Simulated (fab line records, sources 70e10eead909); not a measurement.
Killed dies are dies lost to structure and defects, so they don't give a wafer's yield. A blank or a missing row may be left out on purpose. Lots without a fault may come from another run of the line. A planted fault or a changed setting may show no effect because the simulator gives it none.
Chamber matching | flow nand_harc | NHARC_A_CONTACT_DEP_24 on pecvd-03: 3 sister chambers
The step deposits SiO2, target thk 500 nm. 3 wafers are shown with their chamber, then 7 later ones without.

WAFERS WITH THEIR CHAMBER
wafer  | chamber | heater_power_w (W)
L713.1 | 0       | 720
L720.1 | 2       | 387
L720.2 | 1       | 478

WAFERS WITHOUT THEIR CHAMBER
wafer  | heater_power_w (W)
L720.5 | 356
L721.1 | 472
L721.2 | 789
L721.4 | 801
L728.1 | 461
L728.3 | 751
L728.6 | 765

WHICH CHAMBER EACH WENT THROUGH
wafer  | from the rows above     | in truth
L720.5 | can't be placed: 2 or 1 | 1
L721.1 | can't be placed: 1 or 2 | 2
L721.2 | 0                       | 0
L721.4 | 0                       | 0
L728.1 | can't be placed: 1 or 2 | 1
L728.3 | 0                       | 0
L728.6 | 0                       | 0
Placed correctly: 4 of 7. Can't be placed from these rows: 3 (the true chamber is among the candidates in 3). Placed wrongly: 0.
How it was worked out, from the rows above alone: a wafer's distance from a chamber is the root of the sum, over the readings, of the square of ((its reading less the chamber's mean) divided by the reading's scatter). The wafer belongs to the nearest chamber; if the next one is less than 2 further off, it can't be placed. A chamber's mean is the mean of its shown wafers. The scatter: with one shown wafer a chamber, the root of the mean of the squares of how far each hidden wafer lies from its nearest shown one.
